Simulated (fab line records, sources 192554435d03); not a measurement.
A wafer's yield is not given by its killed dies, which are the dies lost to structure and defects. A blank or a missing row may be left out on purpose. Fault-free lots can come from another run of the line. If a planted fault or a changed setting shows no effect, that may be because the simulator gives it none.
Struck lot and sound lot, side by side :: flow n5-finfet :: 43 out of 1938 route steps
Sound: these wafers, L290.4, L290.5, L290.6. Struck: wafers L300.1, L300.6. (L300.2 of the same lot was not struck and is left out.) The cause comes at the end.
Order at every step that has rows: each side's tool, ch and its chambers, its first start. Under that, the readings that differ: sound wafers :: struck wafers :: difference of the means :: sigmas: that difference in standard deviations of wafers without a fault.
alike: words and numbers the same on both sides, and readings whose means are apart by under 2 such deviations; not compared: readings that were withheld, readings missing a value for some wafer, numbers with overlapping values and no deviation given by the record, and bounds like >300 which may hide the same value.
The two part at a step that has a row with sigmas, a row that says differs or no value, or rows on one side only. Numbers that have no deviation but don't overlap get no sigmas and don't part them. Lack of a reading on every wafer of one side parts them only where that side has two or more wafers.

first, 4 steps without rows for these wafers: N5_BEOL_M1_STRIP_36 (strips in N2/H2); N5_BEOL_M1_TRENCH_ETCH_37 (etches SiOC in C4F6/O2, target depth 55.207 nm, time 29 s); N5_BEOL_M1_ETCH_41 (etches SiCN in CH3F/O2, target depth 31.9 nm, time 57.8 s); N5_BEOL_M1_STRIP_97 (strips in N2/H2, time 10 s).
N5_BEOL_M1_OCD_MEAS_38:
  struck on ocd-02, day 9 17:30; sound on ocd-02, day 7 05:25
  alike: trench-depth-nm
then, 4 steps without rows for these wafers: N5_BEOL_M1_HM_STRIP_39 (strips TiN in peroxide tin strip, target depth 25 nm, time 158 s); N5_BEOL_M1_SRD_40 (time 30 s); N5_BEOL_M1_PRECLEAN_42 (cleans in residue remover, time 60 s); N5_BEOL_M1_SRD_43 (time 30 s).
N5_BEOL_M1_CD_MEAS_35: target cd 18 nm, target cd y 21 nm.
  struck on cd-sem-03, day 9 17:39; sound on cd-sem-02, day 7 05:34
  alike: cd-nm
then, 2 steps without rows for these wafers: N5_BEOL_M1_DEGAS_44 (time 60 s); N5_BEOL_M1_PRE_CLEAN_45 (time 30 s).
N5_BEOL_M1_ALD_84: deposits TaN, pulse time 2 s, purge time 3 s, co reactant purge time 2 s.
  sound on ald-metal-04 ch 0,2,3, day 7 06:10; struck on ald-metal-02 ch 1,2, day 9 18:18
reading: ald-cycles
sound: 30 30 30
struck: 44 44
difference: +14
sigmas: 
  alike: chamber-pressure-Torr, heater-power-w
  not compared: model.TaN_of_BEOL_M1_ALD_84.thk-nm
then, 5 steps without rows for these wafers: N5_BEOL_M1_SURFACE_TREAT_85; N5_BEOL_M1_CVD_47 (deposits Co from CCTBA/H2, target thk 3 nm, time 223.8 s); N5_BEOL_M1_SPUTTER_48 (material Cu, target thk 4.5 nm, time 8.29 s); N5_BEOL_M1_ANNEAL_49 (time 240 s); N5_BEOL_M1_SPUTTER_79 (material Cu, target thk 4.5 nm, time 8.29 s).
N5_BEOL_M1_ANNEAL_80: time 240 s.
  struck on pvd-sputter-03, day 9 19:20; sound on pvd-sputter-03, day 7 07:09
  alike: heater-power-w
then, 5 steps without rows for these wafers: N5_BEOL_M1_SPUTTER_81 (material Cu, target thk 4.5 nm, time 8.29 s); N5_BEOL_M1_ANNEAL_82 (time 240 s); N5_BEOL_M1_SPUTTER_86 (material Cu, target thk 4.5 nm, time 8.29 s); N5_BEOL_M1_ANNEAL_87 (time 240 s); N5_BEOL_M1_SPUTTER_88 (material Cu, target thk 4.5 nm, time 8.29 s).
N5_BEOL_M1_ANNEAL_89: time 240 s.
  struck on pvd-sputter-03, day 9 19:59; sound on pvd-sputter-03, day 7 07:49
  alike: heater-power-w
then, 4 steps without rows for these wafers: N5_BEOL_M1_SPUTTER_90 (material Cu, target thk 4.5 nm, time 8.29 s); N5_BEOL_M1_ANNEAL_91 (time 240 s); N5_BEOL_M1_SPUTTER_92 (material Cu, target thk 4.5 nm, time 8.29 s); N5_BEOL_M1_ANNEAL_93 (time 240 s).
N5_BEOL_M1_SPUTTER_94: material Cu, target thk 4.5 nm, time 8.29 s.
  struck on pvd-sputter-03, day 9 20:34; sound on pvd-sputter-03, day 7 08:23
  alike: throttle-valve-pct
N5_BEOL_M1_ANNEAL_95: time 240 s.
  struck on pvd-sputter-03, day 9 20:39; sound on pvd-sputter-03, day 7 08:28
  alike: heater-power-w
then, 2 steps without rows for these wafers: N5_BEOL_M1_SPUTTER_96 (material Cu, target thk 4.5 nm, time 8.29 s); N5_BEOL_M1_ECD_50 (material Cu, target thk 300 nm).
N5_BEOL_M1_ANNEAL_51: time 90 s.
  sound on rtp-anneal-01 ch 0, day 7 08:57; struck on rtp-anneal-02 ch 0, day 9 20:59
  alike: wafer_temp_C_max
then, 1 step without rows for these wafers: N5_BEOL_M1_CMP_52 (polishes, stops on SiOC, t overpolish 6.8 s, target thk 40 nm).
N5_BEOL_M1_THK_MEAS_53: measures by xrf.
  struck on film-metro-01, day 9 21:35; sound on film-metro-02, day 7 12:33
  alike: M1_THK
then, 4 steps without rows for these wafers: N5_BEOL_M1_PRE_CLEAN_60 (time 15 s); N5_BEOL_M1_CO_CAP_55 (material Co, precursor CCTBA/H2, target thk 2 nm, time 102.1 s); N5_BEOL_M1_PRE_CLEAN_56 (time 15 s); N5_BEOL_M1_DEP_57 (deposits SiCN from 3MS/NH3, target thk 8 nm, time 14 s).
N5_BEOL_M1_RS_MEAS_58: uses a four-point probe to measure.
  struck on film-metro-02, day 9 21:55; sound on film-metro-01, day 7 12:56
  alike: M1_RS
N5_BEOL_M1_INSPECT_59: inspects for defects (darkfield).
  struck on defect-inspect-02, day 9 21:57; sound on defect-inspect-01, day 7 12:58
  alike: raw-defect-count
N5_BEOL_M4_RC_MEAS_101:
  sound on prober-02 ch 0, day 8 22:19; struck on prober-02 ch 0, day 11 14:33
reading: SERP_M1 (ohm/um)
sound: 191 183 187
struck: 225 241
difference: +46
sigmas: +3

reading: SERP_M1_max_site (ohm/um)
sound: 199 186 205
struck: 236 260
difference: +51
sigmas: +3
  alike: DIBL_N, DIBL_P, IOFF_N, IOFF_P, ION_N, ION_P, SS_N, SS_P, VT_N, VT_P

WHERE THEY PART
N5_BEOL_M4_RC_MEAS_101 only, going by this record.

WHY: what had been put in by the simulator
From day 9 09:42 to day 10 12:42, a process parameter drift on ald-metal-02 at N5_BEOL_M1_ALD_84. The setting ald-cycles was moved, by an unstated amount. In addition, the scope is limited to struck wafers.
